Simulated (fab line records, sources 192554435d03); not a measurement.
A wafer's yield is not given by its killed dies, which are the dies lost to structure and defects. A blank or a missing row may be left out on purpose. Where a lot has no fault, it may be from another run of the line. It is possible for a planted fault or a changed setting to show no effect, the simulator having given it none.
Chamber matching | flow n5-finfet | N5_BEOL_M9_CMP_52 on cmp-03: 4 sister chambers
The step polishes, stops on SiCOH lowk, t overpolish 7 s, target thk 140 nm. 8 wafers are shown with their chamber, then 12 later ones without.

WAFERS WITH THEIR CHAMBER
wafer  | chamber | motor-current-A (A) | slurry-filter-dp-kPa (kPa)
L082.4 | 3       | 6.3                 | 13.22
L080.1 | 2       | 7.1                 | 13.35
L087.1 | 1       | 6.1                 | 13.44
L087.5 | 3       | 6.2                 | 13.35
L087.6 | 0       | 5.9                 | 13.54
L089.2 | 2       | 7.1                 | 13.78
L089.4 | 1       | 6.1                 | 13.50
L089.5 | 0       | 6.2                 | 13.66

WAFERS WITH NO CHAMBER GIVEN
wafer  | motor-current-A (A) | slurry-filter-dp-kPa (kPa)
L091.1 | 6.3                 | 13.53
L091.2 | 7.0                 | 13.64
L091.4 | 6.4                 | 13.73
L092.3 | 7.0                 | 13.47
L092.5 | 6.3                 | 13.66
L092.6 | 7.1                 | 13.41
L094.2 | 6.8                 | 13.36
L094.4 | 6.3                 | 13.47
L094.5 | 6.4                 | 13.37
L096.1 | 6.4                 | 13.39
L096.2 | 7.2                 | 13.34
L096.4 | 6.1                 | 13.47

CHAMBER TAKEN BY EACH
wafer  | from the rows above          | in truth
L091.1 | can't be placed: 3 or 1 or 0 | 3
L091.2 | 2                            | 2
L091.4 | can't be placed: 3 or 1 or 0 | 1
L092.3 | 2                            | 2
L092.5 | can't be placed: 1 or 0 or 3 | 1
L092.6 | 2                            | 2
L094.2 | can't be placed: 2 or 3      | 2
L094.4 | can't be placed: 3 or 1 or 0 | 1
L094.5 | can't be placed: 3 or 1 or 0 | 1
L096.1 | can't be placed: 3 or 1 or 0 | 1
L096.2 | 2                            | 2
L096.4 | can't be placed: 1 or 0 or 3 | 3
4 of 12 placed correctly. Cannot be placed on the basis of these rows: 8; the candidates contain the true chamber in 8. Number placed wrongly: 0.
How it was worked out, from the rows above alone: a wafer's distance from a chamber is the root of the sum, over the readings, of the square of ((its reading less the chamber's mean) divided by the reading's scatter). If the next closest chamber is less than 2 further off than the closest, the wafer can't be placed; otherwise it belongs to the closest. Each chamber's mean is taken over the wafers shown for it. The scatter: take each reading less its chamber's mean, square it, sum over the shown wafers, divide by the number of wafers less the number of chambers, and take the root.
